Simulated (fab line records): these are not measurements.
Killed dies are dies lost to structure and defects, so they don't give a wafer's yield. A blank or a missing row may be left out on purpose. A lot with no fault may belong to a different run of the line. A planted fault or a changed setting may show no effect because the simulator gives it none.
Which tool did it? / flow nand_harc / 6 lots (18 wafers sampled), 1 step of a 1302-step route

== WHAT THE GAUGES READ, wafer by wafer ==
NHARC_A_BONDPAD_OVL_MEAS_35.
lot=L168; measured=day 23 17:53; on=overlay-01; overlay_x_nm (nm)=-2 -2 -2
lot=L169; measured=day 23 20:55; on=overlay-02; overlay_x_nm (nm)=-1 -1 -1
lot=L174; measured=day 26 04:53; on=overlay-02; overlay_x_nm (nm)=1 1 2
lot=L179; measured=day 28 16:08; on=overlay-01; overlay_x_nm (nm)=-5 -5 -5
lot=L185; measured=day 31 04:51; on=overlay-01; overlay_x_nm (nm)=-2 -2 -1
lot=L187; measured=day 31 12:04; on=overlay-01; overlay_x_nm (nm)=-4 -3 -3

== EACH LOT AND THE TOOL THAT RAN IT (in order: tool; ch and the chambers of the sampled wafers; start) ==
Before these readings, the record contains no process step.

== THE ANSWER, worked out from the rows above alone ==
Rule: usual is defined by the lots themselves. Put in order of their means at a reading, lots are off if they are a third of the lots or fewer, leave a main group of 4 or more, and stand apart from it by a gap of 3 or more times the standard deviation of the main group's means; of several such gaps the widest counts. A main group whose means are all the same, to the digits that the tables above print for the reading, isn't used. Also off: a lot with no number at a reading for which 4 or more lots have one. The other lots that the step has rows for count as sound.
No lot is off on any of the readings shown, so nothing can be concluded from this.

== WHAT WAS PUT IN BY THE SIMULATOR ==
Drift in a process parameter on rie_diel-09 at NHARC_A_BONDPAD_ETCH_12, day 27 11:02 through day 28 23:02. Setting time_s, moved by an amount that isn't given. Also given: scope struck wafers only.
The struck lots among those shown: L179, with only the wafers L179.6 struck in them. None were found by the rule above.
